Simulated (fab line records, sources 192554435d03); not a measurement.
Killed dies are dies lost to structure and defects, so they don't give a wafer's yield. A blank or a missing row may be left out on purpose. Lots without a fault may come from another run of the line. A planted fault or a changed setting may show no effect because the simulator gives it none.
fab line records | flow n5_finfet | part 1 of 2: steps 1 to 29 of 35
record lots=5 wafers=15 last_day=18
route steps=1938 shown BEOL_M11@1583 BEOL_M12@1602
lots that met no fault: from a run of the same line without faults
start_h: hours from the record's first day to the start of the lot's first wafer shown | wait_h: hours since the lot's step before | " the same as in the row above | L1.1+2: a row that stands for several wafers | - no value, or no start given | * or withheld: withheld | < > ~ a bound
route shown NAME@n: a module of which the file shows steps, and the number in the route of the first | usual: mean/standard deviation of fault-free wafers | same: alike in all rows | chamber/n: place in a boat | sites: the reading at each site | _std_site: their standard deviation | _edge_site: outer sites' mean less inner sites' | radius_mm: how far each site lies from the wafer's centre | mask NAME#n: copy n | behind: the tool/chamber that last shaped the wafer | hold: why the lot was held/for how many hours/how that ended | device: the transistor (n, p or np) that didn't switch | end of line: the same wafers' tests at the end of the route | a step without rows: its recipe alone | killed: dies lost to structure and defects at the first sort, not the wafer's yield | map: a wafer's dies, x killed, . not, _ none there
set.NAME: the setting as run; set.NAME@STEP: as run at that earlier step | model.NAME: the simulator's own value behind a step, which no gauge read
lots at some steps of the route; a table a step, a row a wafer
services: from which hour (start_h, from the record's first day; less than 0 if before it) a tool's chamber was out of use, for how many hours, and why
## steps
# step N5_BEOL_M11_SRD_40
# recipe time_s=30 temp_c=23 rinse_liquid=diw dry=ipa_marangoni
# usual temp_c=23.01/0.097
# columns lot.wafer tool chamber start_h wait_h temp_c
L077.1 wet_bench-03 2 241.09 0.0 23.12
L077.2 " 6 " " 23.04
L077.6 " 1 " " 23.19
L082.2 wet_bench-05 2 284.95 0.0 23.15
L082.5 " 4 " " 23.16
L082.6 " 1 " " 23.00
L084.1 wet_bench-02 4 293.07 0.0 23.00
L084.2 " 6 " " 22.96
L084.4 " 1 " " 23.03
L095.1 wet_bench-05 5 349.81 0.0 23.01
L095.2 " 2 " " 23.17
L095.3 " 1 " " 22.97
L096.2 wet_bench-03 0 380.03 0.0 22.89
L096.4 " 1 " " 23.09
L096.6 " 2 " " 23.06
# step N5_BEOL_M11_PRECLEAN_42
# recipe chemistry=residue_remover time_s=60 temp_c=40
# usual temp_c=40.00/0.1
# columns lot.wafer tool chamber start_h wait_h temp_c
L077.1 wet_bench-03 2 241.10 0.0 40.10
L077.2 " 6 " " 39.93
L077.6 " 1 " " 40.01
L082.2 wet_bench-05 2 284.97 0.0 39.80
L082.5 " 4 " " 40.07
L082.6 " 1 " " 39.88
L084.1 wet_bench-02 4 293.09 0.0 39.96
L084.2 " 6 " " 40.03
L084.4 " 1 " " 39.97
L095.1 wet_bench-05 5 349.82 0.0 40.06
L095.2 " 2 " " 39.99
L095.3 " 1 " " 40.11
L096.2 wet_bench-03 0 380.04 0.0 40.14
L096.4 " 1 " " 40.09
L096.6 " 2 " " 39.90
# step N5_BEOL_M11_SRD_43
# recipe time_s=30 temp_c=23 rinse_liquid=diw dry=ipa_marangoni
# usual temp_c=23.01/0.095
# columns lot.wafer tool chamber start_h wait_h temp_c
L077.1 wet_bench-03 2 241.12 0.0 22.91
L077.2 " 6 " " 23.13
L077.6 " 1 " " 23.19
L082.2 wet_bench-05 2 284.98 0.0 22.96
L082.5 " 4 " " 22.90
L082.6 " 1 " " 23.00
L084.1 wet_bench-02 4 293.10 0.0 22.90
L084.2 " 6 " " 23.01
L084.4 " 1 " " 23.02
L095.1 wet_bench-05 5 349.84 0.0 23.02
L095.2 " 2 " " 23.11
L095.3 " 1 " " 23.07
L096.2 wet_bench-03 0 380.06 0.0 23.00
L096.4 " 1 " " 22.85
L096.6 " 2 " " 23.09
# step N5_BEOL_M11_CD_MEAS_35
# recipe target_cd_nm=70 polarity=opening
# usual cd_nm=70.2/0.92
# columns lot.wafer tool chamber start_h wait_h cd_nm
L077.1 cd_sem-03 - 241.16 0.0 70.5
L077.2 " - " " 71.0
L077.6 " - " " 71.1
L082.2 cd_sem-02 - 285.02 0.0 68.8
L082.5 " - " " 70.8
L082.6 " - " " 70.2
L084.1 cd_sem-03 - 293.15 0.0 71.2
L084.2 " - " " 70.4
L084.4 " - " " 69.7
L095.1 cd_sem-01 - 349.88 0.0 69.0
L095.2 " - " " 70.0
L095.3 " - " " 70.9
L096.2 cd_sem-01 - 380.10 0.0 70.2
L096.4 " - " " 71.1
L096.6 " - " " 72.0
# step N5_BEOL_M11_CURE_72
# recipe temp_c=370 time_s=120 ambient=DMADMS/He material=SiCOH_lowk
# usual lamp_power_pct=52.31/0.05 wafer_temp_C_max=371.6/0.54
# columns lot.wafer tool chamber start_h wait_h lamp_power_pct wafer_temp_C_max
L077.1 uv_cure-03 2 241.20 0.0 52.34 371.6
L077.2 " 2 " " 52.30 371.6
L077.6 " 2 " " 52.26 371.8
L082.2 uv_cure-03 1 285.11 0.1 52.36 372.6
L082.5 " 1 " " 52.28 372.2
L082.6 " 1 " " 52.24 371.8
L084.1 uv_cure-02 1 293.19 0.0 52.37 371.1
L084.2 " 1 " " 52.29 371.3
L084.4 " 1 " " 52.34 371.3
L095.1 uv_cure-03 2 350.13 0.2 52.25 371.5
L095.2 " 2 " " 52.31 371.0
L095.3 " 2 " " 52.32 371.7
L096.2 uv_cure-02 0 380.44 0.3 52.26 372.0
L096.4 " 0 " " 52.34 371.8
L096.6 " 0 " " 52.32 371.7
# step N5_BEOL_M11_DEGAS_44
# recipe ambient=vacuum temp_c=250 time_s=60
# usual heater_power_w=332/36
# columns lot.wafer tool chamber start_h wait_h heater_power_w
L077.1 pvd_sputter-01 - 242.59 1.3 386
L077.2 " - " " 318
L077.6 " - " " 311
L082.2 pvd_sputter-02 - 285.42 0.3 358
L082.5 " - " " 318
L082.6 " - " " 362
L084.1 pvd_sputter-03 - 293.54 0.3 246
L084.2 " - " " 331
L084.4 " - " " 329
L095.1 pvd_sputter-01 - 350.59 0.4 312
L095.2 " - " " 373
L095.3 " - " " 319
L096.2 pvd_sputter-01 - 380.79 0.3 323
L096.4 " - " " 302
L096.6 " - " " 317
# step N5_BEOL_M11_PRE_CLEAN_45
# recipe gas=H2/He time_s=30 temp_c=250
# usual heater_power_w=332/37
# columns lot.wafer tool chamber start_h wait_h heater_power_w
L077.1 pvd_sputter-01 - 242.63 0.0 386
L077.2 " - " " 312
L077.6 " - " " 324
L082.2 pvd_sputter-02 - 285.46 0.0 363
L082.5 " - " " 320
L082.6 " - " " 364
L084.1 pvd_sputter-03 - 293.58 0.0 247
L084.2 " - " " 326
L084.4 " - " " 332
L095.1 pvd_sputter-01 - 350.63 0.0 302
L095.2 " - " " 371
L095.3 " - " " 323
L096.2 pvd_sputter-01 - 380.83 0.0 326
L096.4 " - " " 301
L096.6 " - " " 321
# step N5_BEOL_M11_ALD_74
# recipe material=TaN target_thk_a=20 temp_c=275 ald_precursor_family=PDMAT ald_co_reactant=NH3 pressure_torr=3 carrier_flow_sccm=1500 pulse_time_s=2 purge_time_s=3 co_reactant_purge_time_s=2 co_reactant_pulse_time_s=3 ald_cycles=40 precursor_vessel_temp_c=75 precursor_vessel_pressure_torr=26.25 precursor_vessel_carrier_sccm=1000
# usual heater_power_w=421/37 precursor_vessel_carrier_sccm=1000/3
# same co_reactant_pulse_time_s=3
# columns lot.wafer tool chamber start_h wait_h heater_power_w precursor_vessel_carrier_sccm
L077.1 ald_metal-04 3 242.73 0.1 447 1002
L077.2 " 2 " " 396 999
L077.6 " 3 " " 448 1000
L082.2 ald_metal-02 3 285.60 0.1 399 994
L082.5 " 0 " " 348 1003
L082.6 " 3 " " 408 995
L084.1 ald_metal-03 2 293.64 0.0 418 999
L084.2 " 1 " " 452 995
L084.4 " 2 " " 420 999
L095.1 ald_metal-02 2 350.81 0.2 476 997
L095.2 " 1 " " 434 1003
L095.3 " 0 " " 357 1002
L096.2 ald_metal-04 1 380.89 0.0 392 996
L096.4 " 0 " " 343 995
L096.6 " 1 " " 387 999
# step N5_BEOL_M11_SURFACE_TREAT_76
# recipe gas=Ar time_s=* ion_energy_ev=* ion_current_ma_cm2=0.5 pressure_mtorr=* ar_flow_sccm=30
# usual pressure_mtorr=* throttle_valve_pct=*
# columns lot.wafer tool chamber start_h wait_h pressure_mtorr throttle_valve_pct
L077.1 pvd_sputter-01 - 243.25 0.4 * *
L077.2 " - " " * *
L077.6 " - " " * *
L082.2 pvd_sputter-01 - 285.96 0.2 * *
L082.5 " - " " * *
L082.6 " - " " * *
L084.1 pvd_sputter-03 - 294.02 0.2 * *
L084.2 " - " " * *
L084.4 " - " " * *
L095.1 pvd_sputter-01 - 351.17 0.2 * *
L095.2 " - " " * *
L095.3 " - " " * *
L096.2 pvd_sputter-02 - 381.22 0.2 * *
L096.4 " - " " * *
L096.6 " - " " * *
# step N5_BEOL_M11_CVD_75
# recipe material=Co target_thk_a=20 temp_c=withheld precursor=CCTBA/H2 pressure_torr=30 time_s=138.9
# columns lot.wafer tool chamber start_h wait_h
L077.1+2+6 cvd_co-02 0,2,2 243.31 0.0
L082.2+5+6 cvd_co-01 2,0,1 286.25 0.3
L084.1+2+4 cvd_co-01 0,1,2 294.08 0.0
L095.1+2+3 cvd_co-01 1,2,0 351.24 0.0
L096.2+4+6 cvd_co-01 0,1,0 381.28 0.0
# step N5_BEOL_M11_SPUTTER_48
# recipe material=Cu target_thk_a=120 temp_c=-20 bias_v=60 power_w=26000 chamber_pressure_pa=0.13 time_s=2
# usual cathode_dc_power_W=26000/4 throttle_valve_pct=29.4/0.91
# columns lot.wafer tool chamber start_h wait_h cathode_dc_power_W throttle_valve_pct
L077.1 pvd_sputter-01 - 243.47 0.1 25999 30.0
L077.2 " - " " 25998 29.1
L077.6 " - " " 25996 28.6
L082.2 pvd_sputter-02 - 287.76 1.5 26001 30.0
L082.5 " - " " 26004 28.8
L082.6 " - " " 26003 30.2
L084.1 pvd_sputter-01 - 294.23 0.1 26001 28.8
L084.2 " - " " 26000 28.6
L084.4 " - " " 25999 28.6
L095.1 pvd_sputter-03 - 351.35 0.1 26003 29.4
L095.2 " - " " 25996 28.6
L095.3 " - " " 25993 29.2
L096.2 pvd_sputter-02 - 381.42 0.1 25997 32.0
L096.4 " - " " 26001 29.8
L096.6 " - " " 25998 29.2
# step N5_BEOL_M11_ECD_50
# recipe material=Cu target_thk_a=3180
# columns lot.wafer tool chamber start_h wait_h
L077.1+2+6 ecd_cu-01 0,1,0 243.59 0.1
L082.2+5+6 ecd_cu-01 1,1,0 287.87 0.1
L084.1+2+4 ecd_cu-02 0,1,1 294.35 0.1
L095.1+2+3 ecd_cu-01 0,1,0 351.47 0.1
L096.2+4+6 ecd_cu-01 0,0,1 381.54 0.1
# step N5_BEOL_M11_ANNEAL_51
# recipe temp_c=225 time_s=90 ambient=N2
# usual anneal_temp_c=224.99/0.18 wafer_temp_C_max=226.4/0.45
# columns lot.wafer tool chamber start_h wait_h anneal_temp_c wafer_temp_C_max
L077.1 rtp_anneal-02 0 243.70 0.1 225.36 226.5
L077.2 " 0 " " 225.26 226.6
L077.6 " 0 " " 225.11 227.0
L082.2 rtp_anneal-02 0 288.03 0.1 224.84 227.2
L082.5 " 0 " " 225.37 227.2
L082.6 " 0 " " 225.09 227.1
L084.1 rtp_anneal-01 0 294.46 0.1 224.90 226.1
L084.2 " 0 " " 224.95 225.7
L084.4 " 0 " " 225.01 226.0
L095.1 rtp_anneal-02 0 351.99 0.5 225.00 226.8
L095.2 " 0 " " 225.27 226.9
L095.3 " 0 " " 224.95 226.8
L096.2 rtp_anneal-01 0 381.96 0.4 225.12 226.0
L096.4 " 0 " " 224.94 225.7
L096.6 " 0 " " 224.87 226.1
# step N5_BEOL_M11_CMP_52
# recipe stop_on=SiCOH_lowk t_overpolish_s=7 down_force_psi=1 platen_rpm=50 clearing_platen_down_force_psi=1.5 clearing_platen_rpm=50 post_cmp_clean=cu_alkaline target_thk_nm=140 clearing_platen_pad_velocity_m_s=0.99484 pad_velocity_m_s=0.99484
# usual barrier_field_endpoint_s=28.9/0.81 motor_current_A=6.1/0.78 overpolish_run_s=7.000/0.0092 slurry_flow_ml_min=150.0/0.47 time_to_endpoint_s=65/3.7
# columns lot.wafer tool chamber start_h wait_h barrier_field_endpoint_s motor_current_A overpolish_run_s slurry_flow_ml_min time_to_endpoint_s
L077.1 cmp-04 0 243.99 0.3 30.4 5.6 6.997 149.9 74
L077.2 " 3 " " 27.2 5.5 7.012 149.5 58
L077.6 " 0 " " 29.4 6.3 7.003 149.7 69
L082.2 cmp-02 0 288.32 0.2 28.0 6.7 7.004 149.3 61
L082.6 " 3 " " 28.4 6.2 6.993 149.7 59
L082.5 " 0 " " 28.3 6.4 7.006 149.2 59
L084.2 cmp-04 2 294.75 0.2 28.8 5.3 6.998 150.8 66
L084.4 " 0 " " 29.3 5.8 6.995 150.7 70
L084.1 " 1 " " 28.6 5.7 6.988 149.2 69
L095.2 cmp-02 0 352.31 0.2 28.3 6.4 6.997 149.5 60
L095.3 " 2 " " 27.8 4.8 6.985 149.4 64
L095.1 " 3 " " 28.3 6.1 7.021 149.4 64
L096.4 cmp-01 0 382.22 0.1 29.7 6.3 6.998 150.0 67
L096.2 " 1 " " 28.4 6.6 6.999 150.8 65
L096.6 " 0 " " 29.2 6.2 6.990 150.4 68
# step N5_BEOL_M11_THK_MEAS_53
# recipe thk_meas_gauge=xrf reads=Cu_of_BEOL_M11_ECD_50
# usual M11_THK=138.6/3
# columns lot.wafer tool chamber start_h wait_h M11_THK[nm]
L077.1 film_metro-02 - 244.29 - 134.9
L077.2 " - " " 137.3
L077.6 " - " " 136.4
L082.2 film_metro-02 - 288.58 - 137.0
L082.5 " - " " 138.0
L082.6 " - " " 138.1
L084.1 film_metro-02 - 295.05 - 139.8
L084.2 " - " " 137.5
L084.4 " - " " 136.0
L095.1 film_metro-02 - 352.60 - 136.3
L095.2 " - " " 132.4
L095.3 " - " " 136.4
L096.2 film_metro-02 - 382.52 - 142.6
L096.4 " - " " 144.5
L096.6 " - " " 144.4
# step N5_BEOL_M11_PRE_CLEAN_55
# recipe gas=NH3 time_s=15 temp_c=withheld rf_power_w=300
# columns lot.wafer tool chamber start_h wait_h
L077.1+2+6 pecvd-02 2,0,1 244.33 0.0
L082.2+5+6 pecvd-01 1,1,2 288.61 0.0
L084.1+2+4 pecvd-01 0,1,2 295.09 0.0
L095.1+2+3 pecvd-01 1,2,0 352.64 0.0
L096.2+4+6 pecvd-01 1,1,2 382.56 0.0
# step N5_BEOL_M11_DEP_56
# recipe material=SiCN target_thk_a=300 temp_c=withheld precursor=3MS/NH3 pressure_torr=3 rf_w=675 time_s=10.5
# usual showerhead_plenum_p_Torr=4.158/0.017 throttle_valve_pct=17.6/0.67
# columns lot.wafer tool chamber start_h wait_h showerhead_plenum_p_Torr throttle_valve_pct
L077.1 pecvd-02 2 244.35 0.0 4.142 17.9
L077.2 " 0 " " 4.141 18.3
L077.6 " 1 " " 4.164 19.0
L082.2 pecvd-01 1 288.64 0.0 4.181 17.4
L082.5 " 1 " " 4.176 17.4
L082.6 " 2 " " 4.176 17.7
L084.1 pecvd-01 0 295.11 0.0 4.167 17.9
L084.2 " 1 " " 4.184 17.7
L084.4 " 2 " " 4.155 17.9
L095.1 pecvd-01 1 352.66 0.0 4.184 17.5
L095.2 " 2 " " 4.164 17.9
L095.3 " 0 " " 4.172 17.5
L096.2 pecvd-01 1 382.58 0.0 4.180 17.7
L096.4 " 1 " " 4.186 17.4
L096.6 " 2 " " 4.166 17.9
# step N5_BEOL_M11_RS_MEAS_57
# recipe thk_meas_gauge=four-point-probe reads=Cu_of_BEOL_M11_ECD_50+Co_of_BEOL_M11_CVD_75+TaN_of_BEOL_M11_ALD_74
# usual M11_RS=0.153/0.0035
# columns lot.wafer tool chamber start_h wait_h M11_RS[ohm/sq]
L077.1 film_metro-02 - 244.41 0.0 0.155
L077.2 " - " " 0.153
L077.6 " - " " 0.153
L082.2 film_metro-01 - 288.70 0.0 0.154
L082.5 " - " " 0.152
L082.6 " - " " 0.152
L084.1 film_metro-01 - 295.17 0.0 0.151
L084.2 " - " " 0.154
L084.4 " - " " 0.156
L095.1 film_metro-01 - 352.73 0.0 0.155
L095.2 " - " " 0.160
L095.3 " - " " 0.155
L096.2 film_metro-01 - 382.64 0.0 0.147
L096.4 " - " " 0.147
L096.6 " - " " 0.146
# step N5_BEOL_M11_INSPECT_58
# recipe inspect_instrument=darkfield mode=post_dep
# usual raw_defect_count=78/26
# columns lot.wafer tool chamber start_h wait_h raw_defect_count
L077.1 defect_inspect-01 - 244.44 0.0 84
L077.2 " - " " 84
L077.6 " - " " 76
L082.2 defect_inspect-02 - 288.73 0.0 80
L082.5 " - " " 42
L082.6 " - " " 46
L084.1 defect_inspect-02 - 295.20 0.0 87
L084.2 " - " " 56
L084.4 " - " " 84
L095.1 defect_inspect-01 - 352.75 0.0 50
L095.2 " - " " 80
L095.3 " - " " 89
L096.2 defect_inspect-01 - 382.67 0.0 91
L096.4 " - " " 44
L096.6 " - " " 72
# step N5_BEOL_M12_ILD_DEP_00
# recipe material=SiOC target_thk_a=6589.2 temp_c=350 precursor=DEMS/O2 pressure_torr=5 rf_w=500 time_s=130.7
# usual heater_power_w=470/42 showerhead_plenum_p_Torr=5.700/0.013 throttle_valve_pct=11.7/0.41
# columns lot.wafer tool chamber start_h wait_h heater_power_w showerhead_plenum_p_Torr throttle_valve_pct
L077.1 pecvd-03 1 244.48 0.0 443 5.691 11.3
L077.2 " 0 " " 428 5.729 12.1
L077.6 " 2 " " 416 5.698 11.1
L082.2 pecvd-01 2 288.76 0.0 424 5.707 11.6
L082.5 " 1 " " 525 5.698 11.7
L082.6 " 0 " " 411 5.691 11.7
L084.1 pecvd-03 0 295.24 0.0 453 5.719 12.0
L084.2 " 1 " " 441 5.683 11.2
L084.4 " 0 " " 504 5.711 12.1
L095.1 pecvd-02 1 352.79 0.0 494 5.696 12.6
L095.2 " 2 " " 528 5.682 11.8
L095.3 " 0 " " 455 5.686 11.8
L096.2 pecvd-01 0 382.71 0.0 485 5.708 11.5
L096.4 " 2 " " 434 5.684 11.9
L096.6 " 1 " " 486 5.705 11.6
# step N5_BEOL_M12_THK_MEAS_01
# recipe reads=SiOC_of_BEOL_M12_ILD_DEP_00
# usual M12_ILD_THK=659/10
# columns lot.wafer tool chamber start_h wait_h M12_ILD_THK[nm]
L077.1 film_metro-02 - 244.61 0.1 657
L077.2 " - " " 666
L077.6 " - " " 655
L082.2 film_metro-01 - 288.89 0.1 643
L082.5 " - " " 645
L082.6 " - " " 664
L084.1 film_metro-02 - 295.42 0.1 656
L084.2 " - " " 652
L084.4 " - " " 666
L095.1 film_metro-02 - 352.92 0.1 649
L095.2 " - " " 657
L095.3 " - " " 663
L096.2 film_metro-02 - 382.84 0.1 647
L096.4 " - " " 642
L096.6 " - " " 646
# step N5_BEOL_M12_COAT_58
# recipe resist=BARC temp_c=205 time_s=60 spin_rpm=1500 resist_thk_nm=89
# columns lot.wafer tool chamber start_h wait_h
L077.1+2+6 litho_track-02 0 244.64 0.0
L082.2+5+6 litho_track-02 0 288.93 0.0
L084.1+2+4 litho_track-01 0 295.45 0.0
L095.1+2+3 litho_track-03 0 352.95 0.0
L096.2+4+6 litho_track-02 0 382.87 0.0
# step N5_BEOL_M12_COAT_04
# recipe spin_rpm=1625 resist_thk_nm=400
# columns lot.wafer tool chamber start_h wait_h
L077.1+2+6 litho_track-02 0 - -
L082.2+5+6 litho_track-02 0 - -
L084.1+2+4 litho_track-01 0 - -
L095.1+2+3 litho_track-03 0 - -
L096.2+4+6 litho_track-02 0 - -
# step N5_BEOL_M12_EBR_06
# recipe solvent=PGMEA ebr_width_mm=1.5
# columns lot.wafer tool chamber start_h wait_h
L077.1+2+6 litho_track-02 0 - -
L082.2+5+6 litho_track-02 0 - -
L084.1+2+4 litho_track-01 0 - -
L095.1+2+3 litho_track-03 0 - -
L096.2+4+6 litho_track-02 0 - -
# step N5_BEOL_M12_SOFTBAKE_05
# recipe temp_c=130 time_s=60
# columns lot.wafer tool chamber start_h wait_h
L077.1+2+6 litho_track-02 0 - -
L082.2+5+6 litho_track-02 0 - -
L084.1+2+4 litho_track-01 0 - -
L095.1+2+3 litho_track-03 0 - -
L096.2+4+6 litho_track-02 0 - -
# step N5_BEOL_M12_EXPOSE_07
# recipe mask_id=V11 na=0.93 source_shape=conventional sigma_outer=0.6 polarization=unpolarized attpsm_phase_deg=180 dose_mj=32.5
# columns lot.wafer tool chamber start_h wait_h mask
L077.1+2+6 krf_scanner-02 0 244.74 - V11#0
L082.2+5+6 krf_scanner-01 0 289.03 - V11#0
L084.1+2+4 krf_scanner-01 0 295.57 - V11#0
L095.1+2+3 krf_scanner-02 0 353.18 - V11#0
L096.2+4+6 krf_scanner-02 0 383.12 - V11#0
# step N5_BEOL_M12_PEB_08
# recipe peb_temp_c=130 peb_time_s=90
# same peb_time_s=90
# columns lot.wafer tool chamber start_h wait_h
L077.1+2+6 litho_track-01 0 244.80 0.1
L082.2+5+6 litho_track-03 0 289.08 0.0
L084.1+2+4 litho_track-03 0 295.63 0.1
L095.1+2+3 litho_track-02 0 353.23 0.1
L096.2+4+6 litho_track-01 0 383.18 0.0
# step N5_BEOL_M12_DEVELOP_09
# recipe develop_time_s=45 rinse_liquid=diw dry=air_spin dev_temp_c=21
# columns lot.wafer tool chamber start_h wait_h
L077.1+2+6 litho_track-01 0 - -
L082.2+5+6 litho_track-03 0 - -
L084.1+2+4 litho_track-03 0 - -
L095.1+2+3 litho_track-02 0 - -
L096.2+4+6 litho_track-01 0 - -
# step N5_BEOL_M12_HARDBAKE_14
# recipe temp_c=130 time_s=120
# columns lot.wafer tool chamber start_h wait_h
L077.1+2+6 litho_track-01 0 - -
L082.2+5+6 litho_track-03 0 - -
L084.1+2+4 litho_track-03 0 - -
L095.1+2+3 litho_track-02 0 - -
L096.2+4+6 litho_track-01 0 - -
